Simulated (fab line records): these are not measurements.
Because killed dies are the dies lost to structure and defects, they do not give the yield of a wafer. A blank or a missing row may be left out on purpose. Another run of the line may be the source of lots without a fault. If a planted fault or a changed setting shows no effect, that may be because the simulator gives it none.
Struck lot and sound lot, side by side || flow nandHarc || 15 out of 1302 route steps
Sound: the wafers L818.1, L818.2, L818.4. Struck: wafers L821.1, L821.2, L821.4. The cause is named last.
Per side, at each step with rows, come the tool, then ch with its chambers, and then its first start. Under that, the readings that differ: sound wafers || struck wafers || difference of the means || sigmas: that difference in standard deviations of wafers without a fault.
alike: a reading whose means differ by less than 2 such deviations, as well as words and numbers matching on both sides. not compared: withheld readings; readings where some wafer has no value; bounds like >300 that might hide an equal value; numbers whose values overlap and for which the record gives no deviation.
The two part at a step that has a row with sigmas, a row that says differs or no value, or rows on one side only. Numbers that have no deviation but don't overlap get no sigmas and don't part them. A reading that every wafer of one side lacks parts them only if that side has two wafers or more.

NHARC_A_M1_PRE_CLEAN_32: time 12 s.
  sound on pecvd-02 ch 0,1, day 26 08:19; struck on pecvd-02 ch 0,1, day 27 19:29
  alike: heaterPowerW
NHARC_A_M1_DEP_33: deposits SiCN, target thk 30 nm.
  sound on pecvd-02 ch 0,1, day 26 08:23; struck on pecvd-02 ch 0,1, day 27 19:34
  alike: heaterPowerW, showerheadVppV
NHARC_A_BONDPAD_DEP_00: deposits SiCN, target thk 250 nm.
  sound on pecvd-04 ch 1,2, day 26 08:56; struck on pecvd-02 ch 0,1
{"reading": "showerheadVppV (V)", "sound": "1367 1324 1300", "struck": "1202 1275 1201", "difference": -104, "sigmas": -2}
  alike: heaterPowerW
NHARC_A_BONDPAD_CMP_29: polishes SiCN, target thk 200 nm.
  sound on cmp-03 ch 0,1,2, day 26 09:21; struck on cmp-03 ch 1,2,3, day 27 20:31
  alike: motorCurrentA
NHARC_A_BONDPAD_THK_MEAS_30: measures by ellipsometry.
  struck on filmMetro-01, day 27 20:46; sound on filmMetro-01, day 26 09:36
  alike: thkNm
then, 7 steps without rows for these wafers: NHARC_A_BONDPAD_SRD_31; NHARC_A_BONDPAD_DEHYDRATE_01 (time 120 s); NHARC_A_BONDPAD_HMDS_02 (time 30 s); NHARC_A_BONDPAD_COAT_33 (time 65 s); NHARC_A_BONDPAD_COAT_03 (resist thk 600 nm); NHARC_A_BONDPAD_SOFTBAKE_04 (time 70 s); NHARC_A_BONDPAD_EBR_05.
NHARC_A_BONDPAD_EXPOSE_06: exposes mask A BPAD.
  sound on krfScanner-03 ch 0, day 26 09:54; struck on krfScanner-04 ch 0, day 27 21:11
{"reading": "exposureDoseMJCm2", "sound": "36.99 37.03 36.99", "struck": "35.23 35.25 35.22", "difference": -1.77, "sigmas": -9}
  alike: mask
then, 1 step without rows for these wafers: NHARC_A_BONDPAD_PEB_07 (peb time 80 s).
NHARC_END_SORT_01:
  sound on prober-02 ch 0, day 27 20:00; struck on prober-02 ch 0, day 29 02:35
  alike: defectLimitedYield, killedAtArray, killedAtOther, killedAtPeriphery, killedDies, killedOpen, killedShort

WHERE THEY PART
First at NHARC_A_BONDPAD_DEP_00; last, within this record, at NHARC_A_BONDPAD_EXPOSE_06. Later steps at which nothing parts them and some readings are alike: NHARC_END_SORT_01.

WHY: what had been put in by the simulator
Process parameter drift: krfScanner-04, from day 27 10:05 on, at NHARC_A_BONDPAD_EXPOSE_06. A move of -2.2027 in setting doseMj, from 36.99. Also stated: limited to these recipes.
